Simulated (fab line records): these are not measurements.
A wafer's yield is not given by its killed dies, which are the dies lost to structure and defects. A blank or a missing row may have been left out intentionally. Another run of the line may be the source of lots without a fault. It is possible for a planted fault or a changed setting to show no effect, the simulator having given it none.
8D (eight disciplines) problem report, filled in by code	flow nand harc	the parts of the form that need people (team, actions taken, sign-off) are left out

== 1. THE PROBLEM ==
Wafers without a fault read 24, standard deviation 8.4; killed at array at NHARC_END_SORT_01 reads a mean of 674 on 6 wafers belonging to 2 lots. That puts it +77 standard deviations away from the usual mean.
Seen first at day 21 00:20 on prober-01, wafer L430.3. At this step, 7 wafers from 3 lots have a number in the record. Rule for "out" (also "out of limits"): further than 4 standard deviations from the usual mean. All remaining wafers that have a number are taken as sound.

== 2. WHAT IT IS AND WHAT IT IS NOT ==
question	is	is not
which readings at this step	killed at array, killed dies	killed at periphery, killed short
which lots	L429, L430	L438
which wafers of those lots	all that have a number	-
read on which gauges	prober-01, prober-02	-
when	from day 21 00:20	up to then (0 sound wafers); but 1 sound wafer of L438 came after

== 3. THE SUSPECTS, EACH WITH WHAT RULES IT OUT ==
Counting: a tool at any process step up to the reading remains a suspect when it ran all the lots that are out and ran no sound lot after the first of those.
- the gauge at NHARC_END_SORT_01: ruled out. Those wafers that are out were read across 2 gauges (prober-01, prober-02).
- rie diel-07 at NHARC_A_SGD_CUT_ETCH_58 (etches the open film in CF4, target depth 39 nm, time 65 s): kept. It ran every lot that is out, first L430 (day 15 02:07), and no sound lot after that.
Left after counting: rie diel-07 at NHARC_A_SGD_CUT_ETCH_58.

== 4. THE CAUSE (what the simulator had put in) ==
Step skipped in full: rie diel-07, at NHARC_A_SGD_CUT_ETCH_58, from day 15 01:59 onward. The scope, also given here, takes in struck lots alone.
After counting, this tool was the only one left.

== 5. THE EFFECT CHAIN, in route order ==
Rows list readings where the struck wafers' mean (over those with a number) sits beyond 3 standard deviations from the usual. Only readings for which the record gives a usual standard deviation are gone through. hours: the time from each lot's start at the first step in this table that gives one to its start at this step, as a median over the lots. sigmas: the change in usual standard deviations.
hours	step	reading	usual	on struck wafers	change	sigmas
0	NHARC_END_SORT_01	killed at array	24	674	+650	+77
0	NHARC_END_SORT_01	killed dies	27	677	+650	+76
Readings that are blank on the struck wafers while sound wafers have them: bias w at NHARC_A_SGD_CUT_ETCH_58; cf4 flow sccm at NHARC_A_SGD_CUT_ETCH_58; chamber pressure mTorr at NHARC_A_SGD_CUT_ETCH_58; drypump motor current A at NHARC_A_SGD_CUT_ETCH_58; oes product au at NHARC_A_SGD_CUT_ETCH_58; rf vpp V at NHARC_A_SGD_CUT_ETCH_58; showerhead plenum p Torr at NHARC_A_SGD_CUT_ETCH_58; throttle valve pct at NHARC_A_SGD_CUT_ETCH_58.

== 6. WHAT WOULD HAVE CAUGHT IT SOONER ==
The first out-of-limits reading at a measuring or inspecting step in this record came at day 21 00:20, 142 hours after the fault's start at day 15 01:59.
At NHARC_A_SGD_CUT_ETCH_58 the tool's readings are blank on the struck wafers, where sound wafers have them: an empty tool record is the first sign, and it was there at once.
By day 21 00:20, every lot that is out (2) had started NHARC_A_SGD_CUT_ETCH_58 on rie diel-07. Holding the tool at that point would not have protected any of them.
